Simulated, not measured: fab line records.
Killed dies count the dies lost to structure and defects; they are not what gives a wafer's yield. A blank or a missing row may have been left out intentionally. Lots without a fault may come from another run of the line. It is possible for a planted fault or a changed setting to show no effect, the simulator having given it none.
Matching of chambers ; flow n5_finfet ; 4 sister chambers for N5_BEOL_M1_DESCUM_16 on rie_diel-02
The step chemistry O2, time 7 s. 8 wafers are shown with their chamber, then 8 later ones without.

== WAFERS PAIRED WITH THEIR CHAMBERS ==
wafer;chamber;throttle_valve_pct (%);drypump_motor_current_A (A)
L085.4;2;20.76;6.5
L085.5;1;20.27;5.7
L086.5;3;20.67;5.4
L086.6;2;20.78;6.4
L088.2;0;20.10;5.4
L088.4;3;20.65;5.4
L088.6;1;20.27;5.7
L091.1;0;20.10;5.4

== WAFERS MISSING THEIR CHAMBER ==
wafer;throttle_valve_pct (%);drypump_motor_current_A (A)
L091.2;20.29;5.7
L091.6;20.29;5.7
L092.3;20.77;6.5
L092.4;20.30;5.7
L092.5;20.12;5.4
L096.1;20.28;5.7
L096.2;20.80;6.5
L096.3;20.69;5.4

== CHAMBER TAKEN BY EACH ==
wafer;from the rows above;in truth
L091.2;1;1
L091.6;1;1
L092.3;2;2
L092.4;1;1
L092.5;0;0
L096.1;1;1
L096.2;2;2
L096.3;3;3
Placed correctly: 8 of 8. Number that these rows cannot place: 0. Number placed wrongly: 0.
How it was worked out, from the rows above alone: a wafer's distance from a chamber is the root of the sum, over the readings, of the square of ((its reading less the chamber's mean) divided by the reading's scatter). The wafer belongs to the nearest chamber; if the next one is less than 2 further off, it can't be placed. The mean given for a chamber averages the wafers shown for that chamber. How the scatter is found: for the shown wafers, subtract from each reading the mean of its chamber, square and add these, divide the total by (wafers less chambers), then take the root.
